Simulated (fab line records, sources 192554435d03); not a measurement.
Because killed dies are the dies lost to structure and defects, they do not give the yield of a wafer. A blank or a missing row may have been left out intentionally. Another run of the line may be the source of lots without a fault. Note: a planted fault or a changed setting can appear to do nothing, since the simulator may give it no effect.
The tool behind it: which one? + flow n5Finfet + route of 1938 steps, sampled at 1 step: 9 lots, 26 wafers

== WHAT EACH GAUGE READ, for each wafer ==
N5_BEOL_M4_RC_MEAS_101.
| lot  | measured     | on        | DIBL_N (mV/V)  |
|------|--------------|-----------|----------------|
| L236 | day 8 07:31  | prober-01 | 35.3 38.5 36.4 |
| L237 | day 8 18:02  | prober-02 | 34.3 35.6 35.1 |
| L244 | day 10 17:59 | prober-02 | 36.4 36.4      |
| L249 | day 11 13:50 | prober-02 | 37.1 35.9 36.5 |
| L248 | day 11 15:33 | prober-01 | 37.8 34.7 35.8 |
| L251 | day 12 10:47 | prober-01 | 39.4 37.6 39.6 |
| L253 | day 12 17:00 | prober-01 | 36.2 35.7 38.9 |
| L254 | day 12 20:27 | prober-01 | 34.9 34.4 35.2 |
| L255 | day 13 07:11 | prober-02 | 35.3 37.0 37.0 |

== WHAT TOOL EACH LOT RAN ON (gives the tool, then ch and the chambers of the sampled wafers, and finally the start) ==
The record shows no process step preceding these readings.

== THE ANSWER, worked out from the rows above alone ==
Rule: the usual values come from the lots themselves. Put in order of their means at a reading, lots are off if they are a third of the lots or fewer, leave a main group of 4 or more, and stand apart from it by a gap of 3 or more times the standard deviation of the main group's means; of several such gaps the widest counts. Not used: any main group whose means are identical at the precision the tables above print for the reading. Also off: a lot with no number at a reading for which 4 or more lots have one. The other lots that the step has rows for count as sound.
No lot is off on any of the readings shown, so nothing can be concluded from this.

== WHAT THE SIMULATOR HAD PUT IN ==
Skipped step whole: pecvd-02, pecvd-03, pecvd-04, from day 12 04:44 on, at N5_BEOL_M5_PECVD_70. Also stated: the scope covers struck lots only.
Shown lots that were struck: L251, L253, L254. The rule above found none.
